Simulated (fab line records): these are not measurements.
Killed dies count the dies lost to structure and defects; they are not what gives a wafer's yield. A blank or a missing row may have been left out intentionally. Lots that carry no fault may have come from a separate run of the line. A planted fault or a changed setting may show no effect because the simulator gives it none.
A struck lot beside a sound one ; flow n5_finfet ; 27 steps out of a route of 1938
Sound: wafers L129.4, L129.5, L129.6. Struck: wafers L139.3, L139.4 (left out: L139.2, a lot-mate that was not struck); the cause follows at the end.
At each step with rows: each side's tool, then ch and its chambers, then its first start. Under that, the readings that differ: sound wafers ; struck wafers ; difference of the means ; sigmas: that difference in standard deviations of wafers without a fault.
alike: readings whose means differ by less than 2 such deviations, and words and numbers that are the same on both sides. not compared: withheld readings, readings that some wafer has no value for, bounds like >300 that may hide the same value, and numbers for which the record gives no deviation and whose values overlap.
A row with sigmas, a row that says differs or no value, or rows on one side alone: a step with any of these is where the two part. Numbers that have no deviation but don't overlap get no sigmas and don't part them. A reading that every wafer of one side lacks parts them only if that side has two wafers or more.

N5_BEOL_M15_STRIP_63: strips in O2.
  sound on rie_diel-01 ch 0,1; struck on rie_diel-03 ch 0,1
  alike: drypump_motor_current_A, oes_product_au, rf_vpp_V, showerhead_plenum_p_Torr, temp_c, throttle_valve_pct
  not compared: rf_hours_counter_h
then, 3 steps without rows for these wafers: N5_BEOL_M15_STRIP_64 (strips in O2); N5_BEOL_M15_STRIP_65 (strips in post etch residue remover, time 60 s); N5_BEOL_M15_SRD_66 (time 30 s, dry time 30 s).
N5_BEOL_M15_CD_MEAS_17: target cd 360 nm.
  sound on cd_sem-03, day 11 09:21; struck on cd_sem-01, day 14 22:17
  alike: cd_nm
then, 1 step without rows for these wafers: N5_BEOL_M15_COAT_56 (time 60 s, resist thk 550 nm).
N5_BEOL_M15_ETCH_57: etches SOC in N2/H2, time 750 s.
  sound on rie_diel-01 ch 1,2, day 11 09:27; struck on rie_diel-01 ch 1,3, day 14 22:23
  alike: drypump_motor_current_A, oes_product_au, rf_vpp_V, showerhead_plenum_p_Torr, throttle_valve_pct
  not compared: rf_hours_counter_h
then, 5 steps without rows for these wafers: N5_BEOL_M15_COAT_60 (time 60 s, resist thk 89 nm); N5_BEOL_M15_COAT_22 (resist thk 800 nm); N5_BEOL_M15_EBR_24; N5_BEOL_M15_SOFTBAKE_23 (time 60 s); N5_BEOL_M15_EXPOSE_25 (exposes mask M15, target cd 400 nm).
N5_BEOL_M15_PEB_26: peb time 90 s.
  sound on litho_track-01 ch 0, day 11 10:07; struck on litho_track-01 ch 0, day 14 23:02
  alike: resist_line_temp_C
then, 2 steps without rows for these wafers: N5_BEOL_M15_DEVELOP_27 (develop time 45 s); N5_BEOL_M15_HARDBAKE_32 (time 120 s).
N5_BEOL_M15_CD_MEAS_28: target cd 407.6 nm.
  sound on cd_sem-03 ch 0, day 11 10:14; struck on cd_sem-02 ch 0, day 14 23:09
reading;sound;struck;difference;sigmas
cd_nm (nm);409.5 407.0 410.2;423.8 425.2;+15.6;+9
N5_BEOL_M15_OVL_MEAS_29:
  sound on overlay-01 ch 0, day 11 10:15; struck on overlay-01 ch 0, day 14 23:11
  alike: M15_OVL
N5_BEOL_M15_INSPECT_30: inspects for defects (macro).
  sound on defect_inspect-02, day 11 10:17; struck on defect_inspect-01, day 14 23:12
  alike: raw_defect_count
N5_BEOL_M15_DESCUM_33: chemistry O2, time 7.9 s.
  sound on rie_diel-03 ch 0,1,2, day 11 10:19; struck on rie_diel-03 ch 1,2, day 14 23:26
reading;sound;struck;difference;sigmas
model.BEOL_M15.cd_nm (nm);409.8 407 410.2;424 424.6;+15;
  alike: drypump_motor_current_A, oes_product_au, rf_vpp_V, showerhead_plenum_p_Torr, temp_c, throttle_valve_pct
  not compared: rf_hours_counter_h
N5_BEOL_M15_ETCH_61: etches BARC in N2/H2, target depth 89 nm, overetch 26.7 nm, time 67.9 s.
  sound on rie_diel-03 ch 0,1,2, day 11 10:21; struck on rie_diel-03 ch 1,2, day 14 23:29
  alike: drypump_motor_current_A, oes_product_au, rf_vpp_V, showerhead_plenum_p_Torr, throttle_valve_pct
  not compared: rf_hours_counter_h
N5_BEOL_M15_TRENCH_ETCH_34: etches SiO2 in C4F8/O2/Ar, target depth 872.93 nm, time 199 s.
  sound on rie_diel-03 ch 0,1,2, day 11 10:24; struck on rie_diel-03 ch 1,2, day 14 23:32
  alike: drypump_motor_current_A, oes_product_au, rf_vpp_V, showerhead_plenum_p_Torr, throttle_valve_pct
  not compared: rf_hours_counter_h
N5_BEOL_M15_STRIP_36: strips in O2.
  sound on rie_diel-03 ch 0,1, day 11 12:58; struck on rie_diel-01 ch 0,1, day 15 01:59
  alike: drypump_motor_current_A, oes_product_au, rf_vpp_V, showerhead_plenum_p_Torr, temp_c, throttle_valve_pct
  not compared: rf_hours_counter_h
then, 2 steps without rows for these wafers: N5_BEOL_M15_STRIP_62 (strips in O2); N5_BEOL_M15_STRIP_37 (strips in O2).
N5_BEOL_M15_ETCH_38: etches SiCN in CF4/N2, target depth 106.4 nm, time 120.5 s.
  sound on rie_diel-03 ch 0,1; struck on rie_diel-01 ch 0,1
reading;sound;struck;difference;sigmas
throttle_valve_pct (%);15.06 15.05 15.11;15.47 15.60;+0.46;+2
model.BEOL_M15.cd_nm (nm);402.4 398.2 402.8;415.8 415.6;+14.6;
  alike: drypump_motor_current_A, oes_product_au, rf_vpp_V, showerhead_plenum_p_Torr
  not compared: rf_hours_counter_h
then, 2 steps without rows for these wafers: N5_BEOL_M15_PRECLEAN_39 (cleans in residue remover, time 60 s); N5_PASSIVATION_PROBE_49.

== WHERE THEY PART ==
Last at N5_BEOL_M15_ETCH_38 as far as this record goes, first at N5_BEOL_M15_CD_MEAS_28.

WHY: what the simulator had put in
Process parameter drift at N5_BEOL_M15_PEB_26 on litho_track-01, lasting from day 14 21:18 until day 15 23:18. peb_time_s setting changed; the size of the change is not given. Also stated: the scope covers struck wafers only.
